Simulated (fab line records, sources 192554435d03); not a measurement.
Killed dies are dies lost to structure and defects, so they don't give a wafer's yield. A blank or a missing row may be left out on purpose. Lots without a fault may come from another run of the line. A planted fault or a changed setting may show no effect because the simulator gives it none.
Chamber matching | flow n5_finfet | N5_BEOL_M6_ALD_77 on ald_metal-02: 4 sister chambers
The step deposits TaN, target thk 2 nm, pulse time 2 s, purge time 3 s. 4 wafers are shown with their chamber, then 12 later ones without.

WAFERS WITH THEIR CHAMBER
wafer  | chamber | heater_power_w (W)
L083.5 | 3       | 418
L085.2 | 1       | 432
L085.3 | 2       | 475
L085.5 | 0       | 406

WAFERS WITHOUT THEIR CHAMBER
wafer  | heater_power_w (W)
L086.1 | 413
L086.4 | 426
L086.6 | 415
L088.2 | 422
L088.5 | 414
L088.6 | 426
L091.1 | 425
L091.3 | 461
L091.5 | 468
L095.1 | 435
L095.2 | 419
L095.4 | 422

WHICH CHAMBER EACH WENT THROUGH
wafer  | from the rows above          | in truth
L086.1 | can't be placed: 3 or 0      | 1
L086.4 | can't be placed: 1 or 3      | 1
L086.6 | can't be placed: 3 or 0      | 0
L088.2 | can't be placed: 3 or 1 or 0 | 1
L088.5 | can't be placed: 3 or 0      | 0
L088.6 | can't be placed: 1 or 3      | 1
L091.1 | can't be placed: 1 or 3 or 0 | 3
L091.3 | 2                            | 2
L091.5 | 2                            | 2
L095.1 | 1                            | 1
L095.2 | can't be placed: 3 or 0 or 1 | 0
L095.4 | can't be placed: 3 or 1 or 0 | 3
Placed correctly: 3 of 12. Can't be placed from these rows: 9 (the true chamber is among the candidates in 8). Placed wrongly: 0.
How it was worked out, from the rows above alone: a wafer's distance from a chamber is the root of the sum, over the readings, of the square of ((its reading less the chamber's mean) divided by the reading's scatter). The wafer belongs to the nearest chamber; if the next one is less than 2 further off, it can't be placed. A chamber's mean is the mean of its shown wafers. The scatter: with one shown wafer a chamber, the root of the mean of the squares of how far each hidden wafer lies from its nearest shown one.
